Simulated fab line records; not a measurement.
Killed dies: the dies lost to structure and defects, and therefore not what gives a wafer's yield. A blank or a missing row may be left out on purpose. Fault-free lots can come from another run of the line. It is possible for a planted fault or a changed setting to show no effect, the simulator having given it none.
Split-lot experiment -- flow n5-finfet -- 7 lots, 39 wafers read, on a route of 1938 steps

## ABOUT THE SPLIT
At N5_BEOL_M14_ETCH_68 (etches SOC in N2/H2, time 450 s), the setting target-depth-a was moved away from the recipe's 9000 angstrom on 18 of the 39 wafers read, by -40.5% to +58.0%. This setting was run at the recipe's value on the other wafers.

The reading is taken at the split's own step.

## THE READING
SiARC_of_BEOL_M14_COAT_66.thk-nm (the simulator's own value, which no gauge read), in nm, at N5_BEOL_M14_ETCH_68 (etches SOC in N2/H2, time 450 s). The file gives no usual value for it. Across the 21 wafers here that went through the recipe, the average is 65.5 nm and the standard deviation 0.62 nm.

wafer,"tool, chamber at the split","target-depth-a as run, angstrom",against the recipe,"SiARC_of_BEOL_M14_COAT_66.thk-nm, nm",against lot-mates on the recipe
L076.1,"rie-diel-03, 3",9000,recipe,65.2,-
L076.2,"rie-diel-03, 0",9000,recipe,65.6,-
L076.3,"rie-diel-03, 2",9000,recipe,66.4,-
L076.4,"rie-diel-03, 1",10520,+16.9%,58.2,-7.5
L076.5,"rie-diel-03, 1",10520,+16.9%,58.4,-7.3
L076.6,"rie-diel-03, 2",10520,+16.9%,58.6,-7.1
L078.1,"rie-diel-05, 3",9000,recipe,65.6,-
L078.2,"rie-diel-05, 1",9000,recipe,64.6,-
L078.3,"rie-diel-05, 0",14220,+58.0%,39.6,-25.2
L078.4,"rie-diel-05, 2",9000,recipe,64.2,-
L078.5,"rie-diel-05, 2,1",14220,+58.0%,38.4,-26.4
L078.6,"rie-diel-05, 2,1",14220,+58.0%,38.4,-26.4
L081.1,"rie-diel-01, 0",9000,recipe,65.2,-
L081.2,"rie-diel-01, 2",9000,recipe,65.8,-
L081.3,"rie-diel-01, 3",12860,+42.9%,46.4,-19.1
L081.4,"rie-diel-01, 1",12860,+42.9%,45,-20.5
L081.5,"rie-diel-01, 2",12860,+42.9%,46.8,-18.7
L081.6,"rie-diel-01, 3",9000,recipe,65.6,-
L074.1,"rie-diel-01, 1",10960,+21.8%,54.8,-10.9
L074.2,"rie-diel-01, 3",9000,recipe,65.8,-
L074.3,"rie-diel-01, 2",9000,recipe,66.4,-
L074.4,"rie-diel-01, 0",9000,recipe,65,-
L074.5,"rie-diel-01, 2",10960,+21.8%,56.6,-9.1
L074.6,"rie-diel-01, 1",10960,+21.8%,55.2,-10.5
L084.1,"rie-diel-03, 1",9000,recipe,66,-
L084.6,"rie-diel-03, 1",9000,recipe,66,-
L084.2,"rie-diel-03, 2,0",6077,-32.5%,80.6,+15.0
L084.5,"rie-diel-03, 2,0",6077,-32.5%,80.6,+15.0
L084.3,"rie-diel-03, 0",6077,-32.5%,80.4,+14.8
L084.4,"rie-diel-03, 3",9000,recipe,64.8,-
L083.1,"rie-diel-03, 3",5355,-40.5%,83.4,+17.1
L083.6,"rie-diel-03, 3",5355,-40.5%,83.4,+17.1
L083.2,"rie-diel-03, 0,2",9000,recipe,66.2,-
L083.3,"rie-diel-03, 0,2",9000,recipe,66.2,-
L083.4,"rie-diel-03, 1",9000,recipe,66.4,-
L083.5,"rie-diel-03, 2",5355,-40.5%,84.8,+18.5
L092.1,"rie-diel-03, 3",9000,recipe,64.8,-
L092.4,"rie-diel-03, 0",9000,recipe,65.2,-
L092.5,"rie-diel-03, 0",9000,recipe,65.2,-
Where a row lists several chambers, the file gives one row for several wafers and doesn't say which wafer went through which chamber.

THE FIT
A straight line over all 39 wafers: SiARC_of_BEOL_M14_COAT_66.thk-nm changes by -0.457 nm for each +1% of target-depth-a; r = -1.00; the points scatter about the line by 0.65 nm.
The same after taking each lot's own level away (the mean of its wafers on the recipe; 39 wafers): -0.449 nm for each +1%; r = -1.00; scatter 0.57 nm.
Per that fit: largest target-depth-a move, reading shift of 26 nm.
Across the lots, their own levels run from 64.80 to 66.27 nm, a range of 2.3 times the standard deviation given above.
Hence the lot-to-lot level has little effect on the slope; both slopes agree.
Check: -26.2 nm against its lot-mates is what the line predicts for one of the wafers moved furthest among these (+58.0%) when that wafer is left out of the fit. It came out at -25.2 nm against them.

## OTHER SPLITS APPLIED TO THESE WAFERS
Note: prior to the reading, these wafers also went through further splits. Each is held against what the fit with the lots' levels taken away leaves over:
other split on the same wafers,wafers away from the commonest value,r with SiARC_of_BEOL_M14_COAT_66.thk-nm (lot level and that fit taken away)
N5_BEOL_M1_DEP_57 target-thk-a,15,+0.22
N5_BEOL_M4_ILD_DEP_00 time-s,15,+0.20
N5_BEOL_M5_ALD_86 ald-cycles,15,+0.06
N5_BEOL_M10_DEVELOP_27 develop-time-s,15,+0.16
N5_BEOL_M13_DEP_53 target-thk-a,6,+0.20

## FILE'S OWN FIT
SiARC_of_BEOL_M14_COAT_66.thk-nm changes by -0.449 nm for each +1% of target-depth-a, r = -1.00.
